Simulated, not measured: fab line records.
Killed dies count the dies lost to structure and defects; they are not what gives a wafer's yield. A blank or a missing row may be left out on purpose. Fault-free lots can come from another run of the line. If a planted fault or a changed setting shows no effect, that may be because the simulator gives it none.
Split-lot study	flow n5 finfet	on a route of 1938 steps: 7 lots, 39 wafers read

## THE SPLIT
At N5_DUMMY_GATE_ETCH_32 (etches SiO2 in CF4, target depth 3.5 nm, time 3.9 s), the setting time s was moved away from the recipe's 3.9 s on 15 of the 39 wafers read, by -22.0% to +17.6%. For the rest of the wafers, this setting stayed at what the recipe calls for.

Reading taken at the split's own step.

## THE READING
etch.depth nm (the simulator's own value, which no gauge read), in nm, at N5_DUMMY_GATE_ETCH_32 (etches SiO2 in CF4, target depth 3.5 nm, time 3.9 s). The file gives no usual value for it. Here, 24 wafers ran the recipe; their average is 3.507 nm with a standard deviation of 0.088 nm.

wafer	tool, chamber at the split	time s as run, s	against the recipe	etch.depth nm, nm	against lot-mates on the recipe
L080.1	rie si-03, 0	3.9	recipe	3.561	-
L080.2	rie si-03, 1	4.333	+11.1%	3.865	+0.289
L080.3	rie si-03, 2	3.9	recipe	3.649	-
L080.4	rie si-03, 3	4.333	+11.1%	4.076	+0.500
L080.5	rie si-03, 0	4.333	+11.1%	3.988	+0.412
L080.6	rie si-03, 1	3.9	recipe	3.517	-
L081.1	rie si-04, 3	3.9	recipe	3.445	-
L081.2	rie si-04, 0	3.9	recipe	3.553	-
L081.3	rie si-04, 1	3.9	recipe	3.495	-
L081.4	rie si-04, 2	3.9	recipe	3.618	-
L081.5	rie si-04, 3	3.9	recipe	3.447	-
L081.6	rie si-04, 0	3.9	recipe	3.53	-
L083.1	rie si-02, 2	3.9	recipe	3.334	-
L083.2	rie si-02, 1	4.583	+17.5%	3.955	+0.497
L083.3	rie si-02, 0	3.9	recipe	3.536	-
L083.4	rie si-02, 3	4.583	+17.5%	4.213	+0.755
L083.5	rie si-02, 3	4.583	+17.5%	4.234	+0.776
L083.6	rie si-02, 0	3.9	recipe	3.503	-
L084.1	rie si-02, 2	4.586	+17.6%	3.98	+0.465
L084.2	rie si-02, 3	3.9	recipe	3.635	-
L084.3	rie si-02, 1	4.586	+17.6%	4.001	+0.486
L084.4	rie si-02, 0	3.9	recipe	3.536	-
L084.5	rie si-02, 2	3.9	recipe	3.375	-
L084.6	rie si-02, 1	4.586	+17.6%	4.036	+0.521
L088.3	rie si-04, 3	3.9	recipe	3.461	-
L088.4	rie si-04, 1	3.9	recipe	3.534	-
L088.5	rie si-04, 0	3.9	recipe	3.562	-
L093.1	rie si-02, 1	3.9	recipe	3.404	-
L093.2	rie si-02, 3	3.042	-22.0%	2.777	-0.612
L093.3	rie si-02, 0	3.042	-22.0%	2.735	-0.654
L093.4	rie si-02, 2	3.9	recipe	3.379	-
L093.5	rie si-02, 1	3.042	-22.0%	2.625	-0.764
L093.6	rie si-02, 2	3.9	recipe	3.383	-
L096.1	rie si-03, 3	4.539	+16.4%	4.217	+0.645
L096.2	rie si-03, 2	3.9	recipe	3.653	-
L096.3	rie si-03, 1	3.9	recipe	3.495	-
L096.4	rie si-03, 0	3.9	recipe	3.568	-
L096.5	rie si-03, 2	4.539	+16.4%	4.227	+0.655
L096.6	rie si-03, 1	4.539	+16.4%	4.068	+0.496

THE FIT
A straight line over all 39 wafers: etch.depth nm changes by +0.0357 nm for each +1% of time s; r = +0.97; the points scatter about the line by 0.1 nm.
The same after taking each lot's own level away (the mean of its wafers on the recipe; 39 wafers): +0.0329 nm for each +1%; r = +0.97; scatter 0.087 nm.
On that fit, the largest move of time s shifts the reading by 0.72 nm.
The lots' own levels span 3.3887 to 3.5757 nm, that is 2.1 times the standard deviation above.
The two slopes are in agreement: the lot-to-lot level therefore moves the slope only a little.
Check: for one of the wafers moved furthest among these (-22.0%), held out of the fit, the line's prediction against its lot-mates is -0.735 nm. It came out at -0.612 nm against them.

## THE OTHER SPLITS THESE WAFERS WENT THROUGH
These wafers also went through other splits before the reading. Each is held against what the fit with the lots' levels taken away leaves over:
other split on the same wafers	wafers away from the commonest value	r with etch.depth nm (lot level and that fit taken away)
N5_FIN_SAQP_HM_DEP_72 target thk a	18	+0.22
N5_DUMMY_GATE_ETCH_37 source w	15	+0.04

## FILE'S OWN FIT
etch.depth nm changes by +0.0333 nm for each +1% of time s, r = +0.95.
